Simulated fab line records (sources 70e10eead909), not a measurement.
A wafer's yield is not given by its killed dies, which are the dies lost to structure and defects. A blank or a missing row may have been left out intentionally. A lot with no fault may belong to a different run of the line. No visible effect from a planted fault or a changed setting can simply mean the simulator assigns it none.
Which of the tools did it? -- flow nandHarc -- 24 lots, 72 wafers sampled, at 6 steps of a route of 1302

## WHAT EACH GAUGE READ, for each wafer
NHARC_P_M2_THK_MEAS_24: measures by xrf. Usual: thkNm 144.5 nm, standard deviation 1.2.
lot,measured,on,thkNm (nm),flag
L074,day 6 10:37,filmMetro-02,146.1 144.3 144.6,
L075,day 7 02:17,filmMetro-01,143.7 142.9 144.5,
L077,day 7 18:03,filmMetro-02,143.8 144.5 143.4,
L076,day 7 20:28,filmMetro-01,143.3 144.0 143.5,
L078,day 8 05:31,filmMetro-01,145.0 141.5 144.8,
L079,day 8 18:18,filmMetro-01,145.1 144.4 145.1,
L080,day 8 23:41,filmMetro-02,145.1 144.5 143.5,
L081,day 9 04:10,filmMetro-01,145.4 145.6 143.0,
L082,day 10 00:43,filmMetro-02,146.4 145.1 145.3,
L083,day 10 01:52,filmMetro-01,145.0 143.5 144.5,
L084,day 10 18:23,filmMetro-01,143.7 144.1 142.2,
L085,day 11 07:53,filmMetro-02,144.8 145.0 143.2,
L086,day 11 16:05,filmMetro-01,145.2 144.8 143.4,
L087,day 12 15:32,filmMetro-01,144.7 146.0 147.9,
L089,day 12 16:28,filmMetro-01,145.9 145.6 144.6,
L088,day 12 17:26,filmMetro-01,142.8 143.4 142.6,
L090,day 13 06:28,filmMetro-02,145.4 145.8 144.3,
L091,day 13 15:46,filmMetro-02,143.7 144.9 143.1,
L092,day 13 22:11,filmMetro-02,144.5 144.5 141.2,
L094,day 14 13:37,filmMetro-02,142.3 145.7 144.1,
L093,day 14 14:26,filmMetro-02,144.8 144.8 146.5,
L095,day 15 02:11,filmMetro-01,144.3 143.4 140.9,
L096,day 15 15:23,filmMetro-01,146.6 146.4 143.9,
L097,day 16 04:39,filmMetro-01,145.0 143.4 143.6,

NHARC_P_BONDPAD_CD_MEAS_09 targets a cd of 500 nm. Usual: cdNm 499.5 nm, standard deviation 1.5.
lot,measured,on,cdNm (nm),flag
L074,day 6 12:25,cdSem-02,501.8 500.1 501.3,
L075,day 7 04:26,cdSem-03,498.9 498.1 496.7,
L077,day 7 20:08,cdSem-01,496.1 499.1 497.8,
L076,day 7 22:18,cdSem-01,500.6 498.8 499.5,
L078,day 8 07:28,cdSem-02,497.8 500.6 499.1,
L079,day 8 20:08,cdSem-02,502.3 502.1 500.9,
L080,day 9 01:29,cdSem-01,497.1 498.7 497.6,
L081,day 9 06:10,cdSem-03,502.0 500.3 501.9,
L082,day 10 02:40,cdSem-03,500.2 500.9 500.7,
L083,day 10 03:49,cdSem-03,499.2 499.0 498.7,
L084,day 10 20:25,cdSem-03,499.5 496.6 499.2,
L085,day 11 09:49,cdSem-03,499.8 499.3 498.5,
L086,day 11 18:02,cdSem-02,498.7 499.5 500.4,
L087,day 12 17:27,cdSem-02,501.1 502.8 501.0,
L089,day 12 18:19,cdSem-03,497.4 497.5 498.1,
L088,day 12 19:18,cdSem-01,502.3 500.5 500.3,
L090,day 13 08:25,cdSem-02,498.4 499.6 499.1,
L091,day 13 17:46,cdSem-03,496.7 497.3 498.0,
L092,day 14 00:08,cdSem-02,499.4 499.4 499.3,
L094,day 14 15:34,cdSem-03,500.1 497.8 500.1,
L093,day 14 16:29,cdSem-02,498.7 498.9 498.4,
L095,day 15 04:08,cdSem-03,499.6 499.3 501.6,
L096,day 15 17:11,cdSem-03,500.5 502.2 500.6,
L097,day 16 06:38,cdSem-01,501.4 500.5 500.3,

## WHAT TOOL EACH LOT RAN ON (gives the tool, then ch and the chambers of the sampled wafers, and finally the start)
lot,NHARC_P_M1_STRIP_18,NHARC_P_M2_ETCH_28,NHARC_P_M2_PRE_CLEAN_30,NHARC_P_M2_PRE_CLEAN_32
L074,"rieDiel-06 ch 0,2, day 6 04:22","rieDiel-10 ch 0,1,2, day 6 10:37 or earlier","pvdSputter-02, day 6 10:37 or earlier","pecvd-03 ch 0,2, day 6 10:52"
L075,"rieDiel-11 ch 0,1,3, day 6 19:44","rieDiel-10 ch 1,2,3, day 7 02:17 or earlier","pvdSputter-03, day 7 02:17 or earlier","pecvd-03 ch 0,1, day 7 02:31"
L077,"rieDiel-06 ch 0,1,3, day 7 11:37","rieDiel-12 ch 1,3, day 7 18:03 or earlier","pvdSputter-02, day 7 18:03 or earlier","pecvd-02 ch 0,2, day 7 18:17"
L076,"rieDiel-09 ch 0,1,2, day 7 14:08","rieDiel-10 ch 0,2, day 7 20:28 or earlier","pvdSputter-02, day 7 20:28 or earlier","pecvd-03 ch 0,1,2, day 7 20:44"
L078,"rieDiel-09 ch 0,1,3, day 7 23:21","rieDiel-12 ch 1,2, day 8 05:31 or earlier","pvdSputter-02, day 8 05:31 or earlier","pecvd-01 ch 0,1,2, day 8 05:46"
L079,"rieDiel-11 ch 1,3, day 8 12:04","rieDiel-10 ch 0,3, day 8 18:18 or earlier","pvdSputter-02, day 8 18:18 or earlier","pecvd-02 ch 0,2, day 8 18:32"
L080,"rieDiel-06 ch 0,3, day 8 17:29","rieDiel-13 ch 0,2,3, day 8 23:41 or earlier","pvdSputter-01, day 8 23:41 or earlier","pecvd-02 ch 0,2, day 8 23:55"
L081,"rieDiel-09 ch 0,1,2, day 8 22:00","rieDiel-13 ch 0,2, day 9 04:10 or earlier","pvdSputter-01, day 9 04:10 or earlier","pecvd-01 ch 0,1, day 9 04:23"
L082,"rieDiel-11 ch 0,1,3, day 9 18:18","rieDiel-13 ch 0,2,3, day 10 00:43 or earlier","pvdSputter-01, day 10 00:43 or earlier","pecvd-02 ch 0,1,2, day 10 00:56"
L083,"rieDiel-11 ch 0,3, day 9 19:34","rieDiel-13 ch 0,2, day 10 01:52 or earlier","pvdSputter-02, day 10 01:52 or earlier","pecvd-01 ch 0,1, day 10 02:07"
L084,"rieDiel-11 ch 0,2,3, day 10 12:02","rieDiel-13 ch 2,3, day 10 18:23 or earlier","pvdSputter-02, day 10 18:23 or earlier","pecvd-03 ch 0,1,2, day 10 18:38"
L085,"rieDiel-06 ch 0,3, day 11 01:32","rieDiel-12 ch 0,2,3, day 11 07:53 or earlier","pvdSputter-03, day 11 07:53 or earlier","pecvd-03 ch 0,2, day 11 08:06"
L086,"rieDiel-06 ch 0,1,3, day 11 09:41","rieDiel-12 ch 1,2,3, day 11 16:05 or earlier","pvdSputter-02, day 11 16:05 or earlier","pecvd-01 ch 0,1,2, day 11 16:19"
L087,"rieDiel-06 ch 2,3, day 12 09:26","rieDiel-10 ch 0,3, day 12 15:32 or earlier","pvdSputter-03, day 12 15:32 or earlier","pecvd-03 ch 0,1, day 12 15:47"
L089,"rieDiel-09 ch 0,1,2, day 12 10:20","rieDiel-13 ch 0,3, day 12 16:28 or earlier","pvdSputter-02, day 12 16:28 or earlier","pecvd-03 ch 0,1,2, day 12 16:44"
L088,"rieDiel-11 ch 1,2, day 12 11:02","rieDiel-13 ch 0,3, day 12 17:26 or earlier","pvdSputter-03, day 12 17:26 or earlier","pecvd-02 ch 1,2, day 12 17:41"
L090,"rieDiel-11 ch 1,2,3, day 13 00:10","rieDiel-12 ch 0,3, day 13 06:28 or earlier","pvdSputter-03, day 13 06:28 or earlier","pecvd-01 ch 1,2, day 13 06:43"
L091,"rieDiel-11 ch 0,1,3, day 13 09:38","rieDiel-13 ch 0,1,3, day 13 15:46 or earlier","pvdSputter-01, day 13 15:46 or earlier","pecvd-03 ch 0,2, day 13 16:11"
L092,"rieDiel-11 ch 0,2, day 13 16:01","rieDiel-12 ch 0,3, day 13 22:11 or earlier","pvdSputter-01, day 13 22:11 or earlier","pecvd-03 ch 0,1,2, day 13 22:24"
L094,"rieDiel-06 ch 0,1,3, day 14 07:34","rieDiel-10 ch 0,1,2, day 14 13:37 or earlier","pvdSputter-02, day 14 13:37 or earlier","pecvd-02 ch 1,2, day 14 13:50"
L093,"rieDiel-11 ch 0,2,3, day 14 08:18","rieDiel-13 ch 1,3, day 14 14:26 or earlier","pvdSputter-02, day 14 14:26 or earlier","pecvd-03 ch 0,2, day 14 14:40"
L095,"rieDiel-09 ch 0,1,2, day 14 19:50","rieDiel-13 ch 1,2,3, day 15 02:11 or earlier","pvdSputter-01, day 15 02:11 or earlier","pecvd-02 ch 0,1,2, day 15 02:25"
L096,"rieDiel-11 ch 0,2,3, day 15 08:31","rieDiel-10 ch 0,1,3, day 15 15:23 or earlier","pvdSputter-02, day 15 15:23 or earlier","pecvd-02 ch 1,2, day 15 15:36"
L097,"rieDiel-11 ch 1,3, day 15 22:17","rieDiel-12 ch 0,3, day 16 04:39 or earlier","pvdSputter-01, day 16 04:39 or earlier","pecvd-01 ch 0,1, day 16 04:54"
- NHARC_P_M1_STRIP_18: strips in N2/H2.
- NHARC_P_M2_ETCH_28: etches the open film in CF4/N2, target depth 30 nm, time 72.99 s.
- NHARC_P_M2_PRE_CLEAN_30: time 30 s.
- NHARC_P_M2_PRE_CLEAN_32: time 12 s.

## AS READ BY THE TOOLS THEMSELVES (means over the sampled wafers that have a number; for cases with no such wafer, the mark the record gives instead)
NHARC_P_M1_STRIP_18. Usual: drypumpMotorCurrentA 5.4 A, standard deviation 0.52; oesProductAu 1.001 a.u., standard deviation 0.0076; rfVppV 90.7 V, standard deviation 0.86; showerheadPlenumPTorr 2.03 Torr, standard deviation 0.082; throttleValvePct 14.171 %, standard deviation 0.0087.
lot,tool,drypumpMotorCurrentA (A),oesProductAu (a.u.),rfVppV (V),showerheadPlenumPTorr (Torr),throttleValvePct (%),flag
L074,rieDiel-06,5.4,1.005,91.1,2.00,14.174,
L075,rieDiel-11,5.0,0.999,91.5,2.09,14.174,
L077,rieDiel-06,5.6,1.001,90.4,1.96,14.160,
L076,rieDiel-09,5.4,1.007,90.5,2.06,14.171,
L078,rieDiel-09,6.0,1.000,90.9,2.08,14.168,
L079,rieDiel-11,5.0,1.004,90.2,2.09,14.170,
L080,rieDiel-06,5.2,0.996,90.3,1.99,14.167,
L081,rieDiel-09,5.4,0.996,90.8,2.06,14.174,
L082,rieDiel-11,5.0,1.007,90.7,2.09,14.164,
L083,rieDiel-11,5.1,1.011,91.3,2.09,14.171,
L084,rieDiel-11,5.4,1.007,90.9,2.02,14.175,
L085,rieDiel-06,5.4,0.994,90.8,2.00,14.186,
L086,rieDiel-06,5.6,0.991,90.4,1.96,14.172,
L087,rieDiel-06,4.9,0.993,90.0,1.95,14.174,
L089,rieDiel-09,5.4,0.997,90.7,2.05,14.169,
L088,rieDiel-11,5.4,1.010,90.4,1.99,14.173,
L090,rieDiel-11,5.3,1.006,91.0,2.02,14.177,
L091,rieDiel-11,5.0,1.005,91.5,2.09,14.168,
L092,rieDiel-11,5.2,1.005,90.3,2.05,14.170,
L094,rieDiel-06,5.6,1.002,89.9,1.96,14.165,
L093,rieDiel-11,5.4,1.005,91.4,2.02,14.167,
L095,rieDiel-09,5.5,0.993,91.0,2.04,14.172,
L096,rieDiel-11,5.4,1.000,90.3,2.02,14.172,
L097,rieDiel-11,5.2,1.002,91.1,2.05,14.174,

NHARC_P_M2_ETCH_28. Usual: drypumpMotorCurrentA 5.7 A, standard deviation 0.33; oesProductAu 1.000 a.u., standard deviation 0.0075; rfVppV 314.9 V, standard deviation 1.6; showerheadPlenumPTorr 2.67 Torr, standard deviation 0.092; throttleValvePct 19.793 %, standard deviation 0.0094.
lot,tool,drypumpMotorCurrentA (A),oesProductAu (a.u.),rfVppV (V),showerheadPlenumPTorr (Torr),throttleValvePct (%),flag
L074,rieDiel-10,5.9,0.993,315.2,2.67,19.791,
L075,rieDiel-10,5.9,0.995,315.6,2.68,19.789,
L077,rieDiel-12,5.8,1.005,314.8,2.65,19.789,
L076,rieDiel-10,5.9,1.009,315.7,2.75,19.796,
L078,rieDiel-12,5.8,0.995,313.9,2.61,19.802,
L079,rieDiel-10,5.6,0.987,316.0,2.69,19.784,
L080,rieDiel-13,5.7,1.004,315.8,2.70,19.798,
L081,rieDiel-13,5.4,1.008,315.6,2.70,19.787,
L082,rieDiel-13,5.7,1.003,315.2,2.70,19.807,
L083,rieDiel-13,5.8,1.007,315.0,2.68,19.795,
L084,rieDiel-13,5.6,0.999,315.3,2.73,19.794,
L085,rieDiel-12,5.6,1.005,312.7,2.56,19.798,
L086,rieDiel-12,5.8,1.005,314.7,2.59,19.792,
L087,rieDiel-10,5.6,0.993,315.0,2.69,19.789,
L089,rieDiel-13,5.9,0.999,315.7,2.70,19.794,
L088,rieDiel-13,5.9,0.994,316.3,2.70,19.799,
L090,rieDiel-12,5.7,1.000,314.6,2.62,19.795,
L091,rieDiel-13,5.8,0.997,315.9,2.73,19.796,
L092,rieDiel-12,5.7,1.007,314.2,2.62,19.792,
L094,rieDiel-10,5.9,0.997,314.9,2.67,19.789,
L093,rieDiel-13,5.5,1.002,316.2,2.78,19.787,
L095,rieDiel-13,5.4,0.992,316.4,2.76,19.803,
L096,rieDiel-10,5.7,0.994,314.7,2.63,19.793,
L097,rieDiel-12,5.7,0.998,314.6,2.62,19.800,

NHARC_P_M2_PRE_CLEAN_30. Usual: heaterPowerW 443 W, standard deviation 31.
lot,tool,heaterPowerW (W),flag
L074,pvdSputter-02,437,
L075,pvdSputter-03,456,
L077,pvdSputter-02,439,
L076,pvdSputter-02,441,
L078,pvdSputter-02,418,
L079,pvdSputter-02,450,
L080,pvdSputter-01,438,
L081,pvdSputter-01,466,
L082,pvdSputter-01,424,
L083,pvdSputter-02,453,
L084,pvdSputter-02,435,
L085,pvdSputter-03,446,
L086,pvdSputter-02,462,
L087,pvdSputter-03,451,
L089,pvdSputter-02,464,
L088,pvdSputter-03,452,
L090,pvdSputter-03,456,
L091,pvdSputter-01,450,
L092,pvdSputter-01,420,
L094,pvdSputter-02,436,
L093,pvdSputter-02,449,
L095,pvdSputter-01,460,
L096,pvdSputter-02,426,
L097,pvdSputter-01,424,

NHARC_P_M2_PRE_CLEAN_32. Usual: heaterPowerW 635 W, standard deviation 62.
lot,tool,heaterPowerW (W),flag
L074,pecvd-03,572,
L075,pecvd-03,546,
L077,pecvd-02,693,
L076,pecvd-03,620,
L078,pecvd-01,632,
L079,pecvd-02,613,
L080,pecvd-02,619,
L081,pecvd-01,654,
L082,pecvd-02,646,
L083,pecvd-01,672,
L084,pecvd-03,627,
L085,pecvd-03,606,
L086,pecvd-01,662,
L087,pecvd-03,543,
L089,pecvd-03,642,
L088,pecvd-02,558,
L090,pecvd-01,668,
L091,pecvd-03,665,
L092,pecvd-03,657,
L094,pecvd-02,569,
L093,pecvd-03,628,
L095,pecvd-02,642,
L096,pecvd-02,603,
L097,pecvd-01,637,

## THE ANSWER, worked out from the rows above alone
Rule: a lot is off if the mean of its wafers that have a number lies more than 3 standard deviations from the usual mean. A lot without any number at a reading at which 4 lots or more have one is off too. The other lots that the step has rows for count as sound. Order of review: gauges by route order, followed by the tools' own readings, for which a lot's mean as printed above is used. The first step at which some lot is off is used, and at that step the reading that is off furthest; a lot without a number counts as furthest.
No lot is off on any of the readings shown, so nothing can be concluded from this.

## WHAT THE SIMULATOR HAD PUT IN
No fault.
